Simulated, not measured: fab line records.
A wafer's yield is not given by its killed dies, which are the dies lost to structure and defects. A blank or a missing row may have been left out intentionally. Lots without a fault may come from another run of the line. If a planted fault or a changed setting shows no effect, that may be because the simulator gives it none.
A single fault, viewed from 3 desks	flow n5 finfet	numbers are kept per desk, each desk with only its own; the story behind them comes last
Where a reading is given only as a bound, like >300, the bound stands for it, and a mean or a difference that rests on one is marked > or <: the true number lies beyond.

== AT THE TOOL OWNER'S DESK: wet bench-01 ==
The tool's own readings at N5_BEOL_M0_SAQP_STRIP_115 (strips in post etch residue remover, time 60 s): means of the sampled wafers that have a number, for each lot that ran on this tool. Marked OUT: a lot whose mean sits more than 4 standard deviations from the usual mean, which makes it out of limits; the brackets give that distance.
Columns: A = temp c at N5_BEOL_M0_SAQP_STRIP_115, usual 24.99 C
lot	first seen here	A
L157	day 8 10:46	25.02
L164	day 10 00:39	25.05
L165	day 10 08:25	24.97
L167	day 10 15:21	24.92
This desk's finding: nothing out of limits on any of the 4 lots.

== THE DEFECT DESK ==
What the inspections along the route counted, lot by lot: means of the sampled wafers that have a number. Marked OUT: a lot whose mean sits more than 4 standard deviations from the usual mean, which makes it out of limits; the brackets give that distance.
Columns: A = raw defect count at N5_BEOL_M0_SAQP_INSPECT_42, usual 289; B = raw defect count at N5_BEOL_M0_CUTY_INSPECT_59, usual 2.0
lot	first seen here	A	B
L147	day 6 01:01	259	3.3
L150	day 6 15:48	232	4.0
L157	day 8 15:58	347	2.0
L164	day 10 04:17	230	1.7
L165	day 10 11:51	771 (+6.1) OUT	>300 (+99 or more) OUT
L167	day 10 19:46	669 (+4.8) OUT	>300 (+99 or more) OUT
L168	day 11 01:26	192	2.0
L169	day 11 15:40	311	1.3
Finding of this desk: L165, L167 out of limits; the first was L165 at day 10 11:51, on raw defect count at N5_BEOL_M0_SAQP_INSPECT_42. Within limits: L147, L150, L157, L164, L168, L169.

== FROM THE METROLOGY DESK ==
What the gauges read for every lot (on any tool): the sampled wafers with a number, averaged. Marked OUT: a lot whose mean sits more than 4 standard deviations from the usual mean, which makes it out of limits; the brackets give that distance. Shown here are 7 of its 10 readings, the ones lying furthest out on some lot.
Columns: A = DIBL_N at N5_BEOL_M4_RC_MEAS_101, usual 36.0 mV/V; B = DIBL_P at N5_BEOL_M4_RC_MEAS_101, usual 35.6 mV/V; C = IOFF_N at N5_BEOL_M4_RC_MEAS_101, usual 0.15 nA/um; D = IOFF_P at N5_BEOL_M4_RC_MEAS_101, usual 0.19 nA/um; E = ION_P at N5_BEOL_M4_RC_MEAS_101, usual 455 uA/um; F = SS_N at N5_BEOL_M4_RC_MEAS_101, usual 71.5 mV/dec; G = VT_P at N5_BEOL_M4_RC_MEAS_101, usual -253 mV
lot	first seen here	A	B	C	D	E	F	G
L147	day 9 01:53	35.4	34.9	0.12	0.15	447	71.6	-258
L150	day 9 23:53	37.5	36.2	0.18	0.22	460	71.6	-251
L157	day 13 04:21	33.7	32.0	0.12	0.16	452	70.7	-255
L164	day 14 01:58	38.9	38.4	0.19	0.23	462	72.0	-252
L167	day 14 13:58	36.9	36.4	0.17	0.22	463	72.2	-251
L165	day 14 19:54	37.6	37.1	0.18	0.21	457	72.0	-252
L168	day 14 21:43	34.1	35.4	0.13	0.15	445	71.4	-261
L169	day 16 01:31	35.4	34.6	0.14	0.20	460	71.2	-250
This desk's finding: nothing out of limits on any of the 8 lots.

== PUT TOGETHER ==
The defect desk could have raised an alarm at day 10 11:51, on L165, L167.
The tool owner's desk saw nothing out of limits.
From the metrology desk's view, nothing was out of limits.
Tool owner's desk: L165, L167 on record, inside its limits.
The metrology desk has L165, L167 on record, within its limits.
The lots listed all ran N5_BEOL_M0_SAQP_STRIP_115 on wet bench-01.

== WHAT THE SIMULATOR HAD INSERTED ==
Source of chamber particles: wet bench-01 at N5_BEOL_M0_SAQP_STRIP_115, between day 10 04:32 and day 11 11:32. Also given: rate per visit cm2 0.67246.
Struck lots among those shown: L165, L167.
Hours from the fault's start to each desk's first reading out of limits: the defect desk, 7.
